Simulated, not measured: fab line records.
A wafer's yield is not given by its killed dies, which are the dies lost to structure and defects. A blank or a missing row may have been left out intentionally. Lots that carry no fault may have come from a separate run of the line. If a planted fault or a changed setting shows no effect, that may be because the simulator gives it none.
Matching of chambers || flow n5 finfet || rie diel-01 running N5_FIN_SAQP_ETCH_69: 4 sister chambers
The step etches SOC in N2/H2, stops on SiNx, target depth 150 nm. 8 wafers are shown with their chamber, then 9 later ones without.

== WAFERS PAIRED WITH THEIR CHAMBERS ==
{"wafer": "L079.2", "chamber": 3, "showerhead plenum p Torr (Torr)": 2.47, "throttle valve pct (%)": 17.93}
{"wafer": "L087.3", "chamber": 3, "showerhead plenum p Torr (Torr)": 2.46, "throttle valve pct (%)": 17.95}
{"wafer": "L087.4", "chamber": 0, "showerhead plenum p Torr (Torr)": 2.47, "throttle valve pct (%)": 17.52}
{"wafer": "L088.2", "chamber": 1, "showerhead plenum p Torr (Torr)": 2.53, "throttle valve pct (%)": 17.82}
{"wafer": "L088.6", "chamber": 2, "showerhead plenum p Torr (Torr)": 2.53, "throttle valve pct (%)": 17.75}
{"wafer": "L089.1", "chamber": 2, "showerhead plenum p Torr (Torr)": 2.53, "throttle valve pct (%)": 17.75}
{"wafer": "L089.2", "chamber": 0, "showerhead plenum p Torr (Torr)": 2.46, "throttle valve pct (%)": 17.54}
{"wafer": "L089.4", "chamber": 1, "showerhead plenum p Torr (Torr)": 2.53, "throttle valve pct (%)": 17.84}

== WAFERS WITH NO CHAMBER GIVEN ==
{"wafer": "L090.1", "showerhead plenum p Torr (Torr)": 2.52, "throttle valve pct (%)": 17.85}
{"wafer": "L090.2", "showerhead plenum p Torr (Torr)": 2.46, "throttle valve pct (%)": 17.97}
{"wafer": "L090.3", "showerhead plenum p Torr (Torr)": 2.46, "throttle valve pct (%)": 17.53}
{"wafer": "L092.1", "showerhead plenum p Torr (Torr)": 2.46, "throttle valve pct (%)": 17.97}
{"wafer": "L092.2", "showerhead plenum p Torr (Torr)": 2.46, "throttle valve pct (%)": 17.52}
{"wafer": "L092.3", "showerhead plenum p Torr (Torr)": 2.53, "throttle valve pct (%)": 17.76}
{"wafer": "L096.1", "showerhead plenum p Torr (Torr)": 2.52, "throttle valve pct (%)": 17.85}
{"wafer": "L096.2", "showerhead plenum p Torr (Torr)": 2.52, "throttle valve pct (%)": 17.78}
{"wafer": "L096.5", "showerhead plenum p Torr (Torr)": 2.46, "throttle valve pct (%)": 17.97}

== WHICH CHAMBER EACH ONE RAN IN ==
{"wafer": "L090.1", "from the rows above": 1, "in truth": 1}
{"wafer": "L090.2", "from the rows above": 3, "in truth": 3}
{"wafer": "L090.3", "from the rows above": 0, "in truth": 0}
{"wafer": "L092.1", "from the rows above": 3, "in truth": 3}
{"wafer": "L092.2", "from the rows above": 0, "in truth": 0}
{"wafer": "L092.3", "from the rows above": 2, "in truth": 2}
{"wafer": "L096.1", "from the rows above": 1, "in truth": 1}
{"wafer": "L096.2", "from the rows above": "can't be placed: 2 or 1", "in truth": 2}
{"wafer": "L096.5", "from the rows above": 3, "in truth": 3}
Correct placement for 8 of the 9. These rows do not allow placing 1 (true chamber among the candidates in 1). 0 placed wrongly.
How it was worked out, from the rows above alone: a wafer's distance from a chamber is the root of the sum, over the readings, of the square of ((its reading less the chamber's mean) divided by the reading's scatter). The wafer belongs to the nearest chamber; if the next one is less than 2 further off, it can't be placed. The mean given for a chamber averages the wafers shown for that chamber. How the scatter is found: for the shown wafers, subtract from each reading the mean of its chamber, square and add these, divide the total by (wafers less chambers), then take the root.
